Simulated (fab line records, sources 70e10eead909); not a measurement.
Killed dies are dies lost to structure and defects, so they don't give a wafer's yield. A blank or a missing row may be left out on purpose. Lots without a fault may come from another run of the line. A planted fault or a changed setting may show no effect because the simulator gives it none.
A struck lot beside a sound one | flow nand_harc | 14 steps out of a route of 1302
Sound: wafers L383.2, L383.4, L383.6. Struck: wafers L370.3, L370.5, L370.6. The cause comes at the end.
At each step with rows: each side's tool, then ch and its chambers, then its first start. Under that, the readings that differ: sound wafers | struck wafers | difference of the means | sigmas: that difference in standard deviations of wafers without a fault.
alike: readings whose means differ by less than 2 such deviations, and words and numbers that are the same on both sides. not compared: withheld readings, readings that some wafer has no value for, bounds like >300 that may hide the same value, and numbers for which the record gives no deviation and whose values overlap.
The two part at a step that has a row with sigmas, a row that says differs or no value, or rows on one side only. Numbers that don't overlap but have no deviation are shown without sigmas and don't part them. A reading that every wafer of one side lacks parts them only if that side has two wafers or more.

NHARC_A_ONON_D2_THK_MEAS_02: measures by ellipsometry.
  sound on film_metro-01, day 19 06:42; struck on film_metro-01, day 13 13:49
  alike: thk_nm
then, 1 step without rows for these wafers: NHARC_A_ONON_D2_DEP_03 (target thk 1000 nm).
NHARC_A_ONON_D2_THK_MEAS_05: measures by ellipsometry.
  sound on film_metro-01, day 19 07:16; struck on film_metro-02, day 13 14:23
  alike: thk_nm
then, 1 step without rows for these wafers: NHARC_A_ONON_D2_DEP_06 (target thk 1000 nm).
NHARC_A_ONON_D2_THK_MEAS_08: measures by ellipsometry.
  sound on film_metro-02, day 19 07:50; struck on film_metro-01, day 13 14:56
  alike: thk_nm
then, 1 step without rows for these wafers: NHARC_A_ONON_D2_DEP_09 (target thk 1000 nm).
NHARC_A_ONON_D2_THK_MEAS_11: measures by ellipsometry.
  sound on film_metro-01, day 19 08:24; struck on film_metro-02, day 13 15:31
  alike: thk_nm
then, 1 step without rows for these wafers: NHARC_A_ONON_D2_DEP_12 (target thk 1000 nm).
NHARC_A_ONON_D2_THK_MEAS_14: measures by ellipsometry.
  sound on film_metro-02, day 19 08:58; struck on film_metro-01, day 13 16:05
  alike: thk_nm
then, 2 steps without rows for these wafers: NHARC_A_ONON_D2_ANNEAL_15 (time 3600 s); NHARC_A_ONON_D2_DEP_16 (target thk 1000 nm).
NHARC_A_ONON_D2_THK_MEAS_18: measures by ellipsometry.
  sound on film_metro-02, day 19 16:19; struck on film_metro-02, day 14 01:49
  alike: thk_nm
NHARC_A_ONON_D2_DEP_19: target thk 1000 nm.
  sound on pecvd_onon-03 ch 0, day 19 16:25; struck on pecvd_onon-02, day 14 01:59
  no value came back on the struck wafers for n2_flow_sccm (sccm), n2o_flow_sccm (sccm); on the sound wafers n2_flow_sccm (sccm) reads 2746 2749 2751
-- the record jumps here: 12 days lie between the struck wafers' starts before and after (it left off in module A_ONON_D2 and takes up again in module END, whose first step shown is number 1302 of the route) --
NHARC_END_SORT_01:
  the record has rows for the struck wafers here (prober-02 ch 0, day 25 15:23) and none for the sound ones

WHERE THEY PART
First at NHARC_A_ONON_D2_DEP_19; last, within this record, at NHARC_END_SORT_01.

WHY: what the simulator had put in
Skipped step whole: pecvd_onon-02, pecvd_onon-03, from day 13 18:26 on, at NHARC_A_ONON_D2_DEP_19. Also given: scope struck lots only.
